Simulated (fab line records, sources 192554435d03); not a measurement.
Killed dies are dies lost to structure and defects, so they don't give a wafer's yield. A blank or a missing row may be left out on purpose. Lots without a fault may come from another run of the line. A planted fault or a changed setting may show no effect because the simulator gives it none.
One fault seen from 3 desks | flow n5_finfet | each desk has only its own numbers; what lay behind them comes last

THE TOOL OWNER'S DESK: rie_diel-01
The tool's own readings at N5_BEOL_M2_VIA_ETCH_34 (etches the open film in C4F6/O2, target depth 69.4 nm, time 65.9 s): means of the sampled wafers that have a number, for each lot that ran on this tool. A lot is out of limits, marked OUT, if its mean lies more than 4 standard deviations from the usual mean; the brackets give that distance. Of its 8 readings 7 are shown: those that lie furthest out on some lot.
Columns: A = bias_w at N5_BEOL_M2_VIA_ETCH_34, usual 170.1 W; B = drypump_motor_current_A at N5_BEOL_M2_VIA_ETCH_34, usual 5.7 A; C = oes_o_777_au at N5_BEOL_M2_VIA_ETCH_34, usual 0.79 a.u.; D = oes_product_au at N5_BEOL_M2_VIA_ETCH_34, usual 0.80 a.u.; E = rf_vpp_V at N5_BEOL_M2_VIA_ETCH_34, usual 665 V; F = showerhead_plenum_p_Torr at N5_BEOL_M2_VIA_ETCH_34, usual 2.83 Torr; G = throttle_valve_pct at N5_BEOL_M2_VIA_ETCH_34, usual 30.78 %
lot  | first seen here | A     | B   | C    | D    | E   | F    | G
L879 | day 8 16:56     | 170.4 | 5.8 | 0.88 | 0.86 | 666 | 2.85 | 30.71
L885 | day 9 11:10     | 170.3 | 6.2 | 0.85 | 0.76 | 644 | 2.77 | 30.67
L887 | day 10 04:33    | 170.2 | 6.2 | 0.79 | 0.73 | 662 | 2.75 | 30.73
L888 | day 10 17:34    | 169.7 | 5.4 | 0.87 | 0.77 | 674 | 2.92 | 30.72
This desk's finding: nothing out of limits on any of the 4 lots.

THE METROLOGY DESK
What the gauges read, lot by lot, whatever tool the lot ran on: means of the sampled wafers that have a number. A lot is out of limits, marked OUT, if its mean lies more than 4 standard deviations from the usual mean; the brackets give that distance. Of its 12 readings 7 are shown: those that lie furthest out on some lot.
Columns: A = DIBL_N at N5_BEOL_M4_RC_MEAS_101, usual 36.0 mV/V; B = DIBL_P at N5_BEOL_M4_RC_MEAS_101, usual 36.2 mV/V; C = IOFF_N at N5_BEOL_M4_RC_MEAS_101, usual 0.16 nA/um; D = IOFF_P at N5_BEOL_M4_RC_MEAS_101, usual 0.21 nA/um; E = ION_P at N5_BEOL_M4_RC_MEAS_101, usual 463 uA/um; F = VT_N at N5_BEOL_M4_RC_MEAS_101, usual 250 mV; G = VT_P at N5_BEOL_M4_RC_MEAS_101, usual -251 mV
lot  | first seen here | A    | B    | C    | D    | E   | F   | G
L875 | day 7 01:51     | 35.1 | 35.6 | 0.15 | 0.21 | 463 | 251 | -249
L879 | day 8 13:33     | 35.2 | 34.6 | 0.15 | 0.17 | 455 | 249 | -255
L885 | day 9 08:32     | 39.6 | 38.4 | 0.17 | 0.22 | 458 | 251 | -252
L887 | day 10 02:11    | 38.0 | 40.0 | 0.23 | 0.29 | 475 | 244 | -244
L888 | day 10 06:57    | 33.8 | 34.0 | 0.12 | 0.18 | 466 | 254 | -252
L892 | day 12 02:32    | 36.1 | 36.1 | 0.16 | 0.22 | 465 | 251 | -250
L896 | day 12 05:11    | 35.6 | 35.4 | 0.16 | 0.21 | 461 | 249 | -248
This desk's finding: nothing out of limits on any of the 7 lots.

THE DEFECT DESK
What the inspections along the route counted, lot by lot: means of the sampled wafers that have a number. A lot is out of limits, marked OUT, if its mean lies more than 4 standard deviations from the usual mean; the brackets give that distance.
Columns: A = raw_defect_count at N5_BEOL_M2_INSPECT_30, usual 441
lot  | first seen here | A
L875 | day 7 01:56     | 497
L879 | day 8 13:38     | 637
L885 | day 9 08:37     | 340
L887 | day 10 02:16    | 358
L888 | day 10 07:02    | 478
L892 | day 12 02:37    | 468
L896 | day 12 05:17    | 506
This desk's finding: nothing out of limits on any of the 7 lots.

PUT TOGETHER
The tool owner's desk saw nothing out of limits.
The metrology desk saw nothing out of limits.
The defect desk saw nothing out of limits.

WHAT THE SIMULATOR HAD PUT IN
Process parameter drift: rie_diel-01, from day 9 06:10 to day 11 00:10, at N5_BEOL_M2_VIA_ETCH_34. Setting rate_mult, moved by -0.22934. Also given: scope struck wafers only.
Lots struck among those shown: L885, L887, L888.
